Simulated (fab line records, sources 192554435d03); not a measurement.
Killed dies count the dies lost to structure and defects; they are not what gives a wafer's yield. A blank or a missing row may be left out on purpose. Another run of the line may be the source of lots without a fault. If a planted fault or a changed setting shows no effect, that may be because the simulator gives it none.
Split-lot study || flow n5Finfet || 39 wafers read across 7 lots, on a route 1938 steps long

== THE SPLIT ITSELF ==
At N5_BEOL_M14_TRENCH_ETCH_34 (etches SiO2 in C4F8/O2/Ar, target depth 556.65 nm, time 126.9 s), the setting timeS was moved away from the recipe's 126.9 s on 18 of the 39 wafers read, by -50.6% to +56.1%. For the rest of the wafers, this setting stayed at what the recipe calls for.

== FROM THE SPLIT TO THE READING: what the file shows between them, 7 steps ==
- N5_BEOL_M14_STRIP_70: strips in C4F8/O2/Ar
- N5_BEOL_M14_OCD_MEAS_35
- N5_BEOL_M14_STRIP_37: strips in O2
- N5_BEOL_M14_ETCH_38: etches SiCN in CF4/N2, target depth 106.5 nm, time 120.6 s
- N5_BEOL_M14_ECD_47: material Cu, target thk 1248 nm
- N5_BEOL_M14_ANNEAL_48: time 90 s
- N5_BEOL_M14_CMP_49: polishes, stops on SiO2, t overpolish 5.2 s, target thk 560 nm

== THE READING ==
M14_THK, in nm, at N5_BEOL_M14_THK_MEAS_50 (measures by xrf). On this fab line, fault-free wafers typically give 576 nm with a standard deviation of 17 nm.

{"wafer": "L075.1", "tool, chamber at the split": "rieDiel-03, 2", "timeS as run, s": 69.64, "against the recipe": "-45.1%", "M14_THK, nm": 328, "against lot-mates on the recipe": -256}
{"wafer": "L075.2", "tool, chamber at the split": "rieDiel-03, 3", "timeS as run, s": 126.9, "against the recipe": "recipe", "M14_THK, nm": 597, "against lot-mates on the recipe": "-"}
{"wafer": "L075.3", "tool, chamber at the split": "rieDiel-03, 1", "timeS as run, s": 69.64, "against the recipe": "-45.1%", "M14_THK, nm": 317, "against lot-mates on the recipe": -267}
{"wafer": "L075.4", "tool, chamber at the split": "rieDiel-03, 0", "timeS as run, s": 126.9, "against the recipe": "recipe", "M14_THK, nm": 574, "against lot-mates on the recipe": "-"}
{"wafer": "L075.5", "tool, chamber at the split": "rieDiel-03, 1", "timeS as run, s": 126.9, "against the recipe": "recipe", "M14_THK, nm": 581, "against lot-mates on the recipe": "-"}
{"wafer": "L075.6", "tool, chamber at the split": "rieDiel-03, 2", "timeS as run, s": 69.64, "against the recipe": "-45.1%", "M14_THK, nm": 338, "against lot-mates on the recipe": -246}
{"wafer": "L078.1", "tool, chamber at the split": "rieDiel-05, 2", "timeS as run, s": 165.2, "against the recipe": "+30.2%", "M14_THK, nm": 779, "against lot-mates on the recipe": "+202"}
{"wafer": "L078.2", "tool, chamber at the split": "rieDiel-05, 3", "timeS as run, s": 126.9, "against the recipe": "recipe", "M14_THK, nm": 580, "against lot-mates on the recipe": "-"}
{"wafer": "L078.3", "tool, chamber at the split": "rieDiel-05, 1", "timeS as run, s": 165.2, "against the recipe": "+30.2%", "M14_THK, nm": 754, "against lot-mates on the recipe": "+177"}
{"wafer": "L078.4", "tool, chamber at the split": "rieDiel-05, 0", "timeS as run, s": 165.2, "against the recipe": "+30.2%", "M14_THK, nm": 752, "against lot-mates on the recipe": "+175"}
{"wafer": "L078.5", "tool, chamber at the split": "rieDiel-05, 0", "timeS as run, s": 126.9, "against the recipe": "recipe", "M14_THK, nm": 576, "against lot-mates on the recipe": "-"}
{"wafer": "L078.6", "tool, chamber at the split": "rieDiel-05, 3", "timeS as run, s": 126.9, "against the recipe": "recipe", "M14_THK, nm": 576, "against lot-mates on the recipe": "-"}
{"wafer": "L080.3", "tool, chamber at the split": "rieDiel-01, 2", "timeS as run, s": 126.9, "against the recipe": "recipe", "M14_THK, nm": 577, "against lot-mates on the recipe": "-"}
{"wafer": "L080.4", "tool, chamber at the split": "rieDiel-01, 3", "timeS as run, s": 126.9, "against the recipe": "recipe", "M14_THK, nm": 561, "against lot-mates on the recipe": "-"}
{"wafer": "L080.5", "tool, chamber at the split": "rieDiel-01, 0", "timeS as run, s": 126.9, "against the recipe": "recipe", "M14_THK, nm": 542, "against lot-mates on the recipe": "-"}
{"wafer": "L079.1", "tool, chamber at the split": "rieDiel-03, 0", "timeS as run, s": 167.9, "against the recipe": "+32.3%", "M14_THK, nm": 758, "against lot-mates on the recipe": "+168"}
{"wafer": "L079.2", "tool, chamber at the split": "rieDiel-03, 3", "timeS as run, s": 126.9, "against the recipe": "recipe", "M14_THK, nm": 576, "against lot-mates on the recipe": "-"}
{"wafer": "L079.3", "tool, chamber at the split": "rieDiel-03, 2", "timeS as run, s": 126.9, "against the recipe": "recipe", "M14_THK, nm": 596, "against lot-mates on the recipe": "-"}
{"wafer": "L079.4", "tool, chamber at the split": "rieDiel-03, 1", "timeS as run, s": 167.9, "against the recipe": "+32.3%", "M14_THK, nm": 763, "against lot-mates on the recipe": "+173"}
{"wafer": "L079.5", "tool, chamber at the split": "rieDiel-03, 3", "timeS as run, s": 167.9, "against the recipe": "+32.3%", "M14_THK, nm": 770, "against lot-mates on the recipe": "+180"}
{"wafer": "L079.6", "tool, chamber at the split": "rieDiel-03, 2", "timeS as run, s": 126.9, "against the recipe": "recipe", "M14_THK, nm": 599, "against lot-mates on the recipe": "-"}
{"wafer": "L083.1", "tool, chamber at the split": "rieDiel-05, 2", "timeS as run, s": 126.9, "against the recipe": "recipe", "M14_THK, nm": 600, "against lot-mates on the recipe": "-"}
{"wafer": "L083.2", "tool, chamber at the split": "rieDiel-05, 1", "timeS as run, s": 126.9, "against the recipe": "recipe", "M14_THK, nm": 574, "against lot-mates on the recipe": "-"}
{"wafer": "L083.3", "tool, chamber at the split": "rieDiel-05, 0", "timeS as run, s": 197.9, "against the recipe": "+55.9%", "M14_THK, nm": 896, "against lot-mates on the recipe": "+303"}
{"wafer": "L083.4", "tool, chamber at the split": "rieDiel-05, 3", "timeS as run, s": 197.9, "against the recipe": "+55.9%", "M14_THK, nm": 908, "against lot-mates on the recipe": "+315"}
{"wafer": "L083.5", "tool, chamber at the split": "rieDiel-05, 1", "timeS as run, s": 197.9, "against the recipe": "+55.9%", "M14_THK, nm": 909, "against lot-mates on the recipe": "+316"}
{"wafer": "L083.6", "tool, chamber at the split": "rieDiel-05, 2", "timeS as run, s": 126.9, "against the recipe": "recipe", "M14_THK, nm": 605, "against lot-mates on the recipe": "-"}
{"wafer": "L089.1", "tool, chamber at the split": "rieDiel-01, 1", "timeS as run, s": 62.65, "against the recipe": "-50.6%", "M14_THK, nm": 293, "against lot-mates on the recipe": -286}
{"wafer": "L089.2", "tool, chamber at the split": "rieDiel-01, 2", "timeS as run, s": 126.9, "against the recipe": "recipe", "M14_THK, nm": 584, "against lot-mates on the recipe": "-"}
{"wafer": "L089.3", "tool, chamber at the split": "rieDiel-01, 0", "timeS as run, s": 126.9, "against the recipe": "recipe", "M14_THK, nm": 556, "against lot-mates on the recipe": "-"}
{"wafer": "L089.4", "tool, chamber at the split": "rieDiel-01, 3", "timeS as run, s": 62.65, "against the recipe": "-50.6%", "M14_THK, nm": 285, "against lot-mates on the recipe": -294}
{"wafer": "L089.5", "tool, chamber at the split": "rieDiel-01, 1", "timeS as run, s": 126.9, "against the recipe": "recipe", "M14_THK, nm": 596, "against lot-mates on the recipe": "-"}
{"wafer": "L089.6", "tool, chamber at the split": "rieDiel-01, 2", "timeS as run, s": 62.65, "against the recipe": "-50.6%", "M14_THK, nm": 290, "against lot-mates on the recipe": -289}
{"wafer": "L094.1", "tool, chamber at the split": "rieDiel-01, 0", "timeS as run, s": 198.1, "against the recipe": "+56.1%", "M14_THK, nm": 843, "against lot-mates on the recipe": "+262"}
{"wafer": "L094.2", "tool, chamber at the split": "rieDiel-01, 1", "timeS as run, s": 126.9, "against the recipe": "recipe", "M14_THK, nm": 586, "against lot-mates on the recipe": "-"}
{"wafer": "L094.3", "tool, chamber at the split": "rieDiel-01, 2", "timeS as run, s": 126.9, "against the recipe": "recipe", "M14_THK, nm": 580, "against lot-mates on the recipe": "-"}
{"wafer": "L094.4", "tool, chamber at the split": "rieDiel-01, 2", "timeS as run, s": 126.9, "against the recipe": "recipe", "M14_THK, nm": 577, "against lot-mates on the recipe": "-"}
{"wafer": "L094.5", "tool, chamber at the split": "rieDiel-01, 0", "timeS as run, s": 198.1, "against the recipe": "+56.1%", "M14_THK, nm": 854, "against lot-mates on the recipe": "+273"}
{"wafer": "L094.6", "tool, chamber at the split": "rieDiel-01, 1", "timeS as run, s": 198.1, "against the recipe": "+56.1%", "M14_THK, nm": 911, "against lot-mates on the recipe": "+330"}

THE FIT
A straight line over all 39 wafers: M14_THK changes by +5.6 nm for each +1% of timeS; r = +1.00; the points scatter about the line by 17 nm.
The same after taking each lot's own level away (the mean of its wafers on the recipe; 39 wafers): +5.54 nm for each +1%; r = +1.00; scatter 16 nm.
According to that fit, moving timeS by its largest amount changes the reading by 3.1e+02 nm.
The lots' own levels span 560.0 to 593.0 nm, that is 1.9 times the standard deviation above.
The two slopes are in agreement: the lot-to-lot level therefore moves the slope only a little.
Check: for one of the wafers moved furthest among these (+56.1%), held out of the fit, the line's prediction against its lot-mates is +314 nm. It came out at +262 nm against them.

== THE WHOLE CHAIN: every reading that the file lists as answering this split, in the file's order ==
{"step": "N5_BEOL_M14_TRENCH_ETCH_34", "what it does": "etches SiO2 in C4F8/O2/Ar, target depth 556.65 nm, time 126.9 s", "reading": "etch.depthNm (the simulator's own value, which no gauge read)", "change (the file's fit)": "+5.32 nm for each +1% of the setting", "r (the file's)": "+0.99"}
{"step": "N5_BEOL_M14_OCD_MEAS_35", "what it does": "", "reading": "trenchDepthNm", "change (the file's fit)": "+5.33 nm for each +1% of the setting", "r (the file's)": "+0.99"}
{"step": "N5_BEOL_M14_CMP_49", "what it does": "polishes, stops on SiO2, t overpolish 5.2 s, target thk 560 nm", "reading": "Cu_of_BEOL_M14_ECD_47.thkNm (the simulator's own value, which no gauge read)", "change (the file's fit)": "+5.32 nm for each +1% of the setting", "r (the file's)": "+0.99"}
{"step": "N5_BEOL_M14_THK_MEAS_50", "what it does": "measures by xrf", "reading": "M14_THK", "change (the file's fit)": "+5.53 for each +1% of the setting", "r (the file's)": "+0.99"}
{"step": "N5_BEOL_M14_RS_MEAS_54", "what it does": "measures by four-point-probe", "reading": "M14_RS", "change (the file's fit)": "not straight: 0.0670 at the lowest setting, 0.0328 at the recipe, 0.0219 at the highest", "r (the file's)": "not given"}

== THE FILE'S OWN FIT ==
M14_THK changes by +5.53 nm for each +1% of timeS, r = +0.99.
